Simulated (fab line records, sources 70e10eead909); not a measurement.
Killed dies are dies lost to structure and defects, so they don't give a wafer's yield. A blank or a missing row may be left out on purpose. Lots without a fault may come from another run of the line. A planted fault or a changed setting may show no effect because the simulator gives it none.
Problem report in the 8D (eight disciplines) form, filled by code | flow nand_harc | the parts of the form that need people (team, actions taken, sign-off) are left out

1. THE PROBLEM
rf_fwd_power_W at NHARC_A_STAIRCASE_DEP_301 reads a mean of 489.1 W on 1 wafer of 1 lot; wafers without a fault read 348.4 W with a standard deviation of 1.2. That is +99 or more standard deviations from the usual mean.
The step: deposits SiON, target thk 30 nm.
First seen on wafer L716.5, day 15 15:43, on pecvd-04. The record holds 39 wafers of 13 lots with a number at this step. Rule for "out", or "out of limits": more than 4 standard deviations from the usual mean. The other wafers with a number count as sound.

2. WHAT IT IS AND WHAT IT IS NOT
question                    | is                | is not
which readings at this step | rf_fwd_power_W    | heater_power_w
which lots                  | L716              | L701, L702, L703, L704, L705, L706, L707, L708, L709, L713, L722, L723
which wafers of those lots  | L716.5            | L716.1, L716.6
read on which tools         | pecvd-04          | pecvd-01, pecvd-03
when                        | from day 15 15:43 | up to then (32 sound wafers); but 6 sound wafers of L722, L723 came after

3. SUSPECTS, AND WHAT RULES EACH OUT
Counting: a tool at a process step up to the reading stays a suspect if it ran every lot that is out. Sound lots after the first of them don't rule it out here, since some wafers of a struck lot are sound.
- pecvd-04 at NHARC_A_STAIRCASE_DEP_259 (deposits SiON, target thk 30 nm): kept. It ran the lot that is out, L716 (day 15 10:31); its last sound lot up to then is L707 (day 13 04:01).
- acl_dep-02 at NHARC_A_STAIRCASE_HM_DEP_462 (deposits aC, target thk 800 nm): kept. It ran the lot that is out, L716 (day 15 13:48); its last sound lot up to then is L707 (day 13 10:44).
- pecvd-04 at NHARC_A_STAIRCASE_DEP_301 (deposits SiON, target thk 30 nm): kept. It ran the lot that is out, L716 (day 15 15:43); its last sound lot up to then is L713 (day 14 14:37). Its own readings are out on those wafers: rf_fwd_power_W.
- Within pecvd-04 at NHARC_A_STAIRCASE_DEP_259: the wafers that are out ran in chamber 0; their sound lot-mates ran in chamber 2.
- Within pecvd-04 at NHARC_A_STAIRCASE_DEP_301: the wafers that are out ran in chamber 1; their sound lot-mates ran in chamber 0.
Left after counting: pecvd-04 at NHARC_A_STAIRCASE_DEP_259, acl_dep-02 at NHARC_A_STAIRCASE_HM_DEP_462, pecvd-04 at NHARC_A_STAIRCASE_DEP_301.

4. THE CAUSE (what the simulator had put in)
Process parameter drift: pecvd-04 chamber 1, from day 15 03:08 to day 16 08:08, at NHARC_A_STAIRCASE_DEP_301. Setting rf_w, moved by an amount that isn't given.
Counting left 3 suspects, and this tool is among them.

5. THE CHAIN OF EFFECTS, in route order
Each row: a reading whose mean over the struck wafers that have a number lies more than 3 standard deviations from the usual. Only readings for which the record gives a usual standard deviation are gone through. hours: the time from each lot's start at the first step in this table that gives one to its start at this step, as a median over the lots. sigmas: the change in usual standard deviations.
hours | step                      | reading        | usual   | on struck wafers | change | sigmas
0     | NHARC_A_STAIRCASE_DEP_301 | rf_fwd_power_W | 348.4 W | 489.1            | +140.7 | +99 or more
The process steps in it:
- NHARC_A_STAIRCASE_DEP_301: deposits SiON, target thk 30 nm.
Later measuring or inspecting steps at which every struck wafer that the step has a row for has a number for every such reading, and none has moved that far: NHARC_END_SORT_01.

6. WHAT WOULD HAVE CAUGHT IT SOONER
In this record the first reading out of limits was taken at day 15 15:43, 13 hours after the fault began at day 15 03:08.
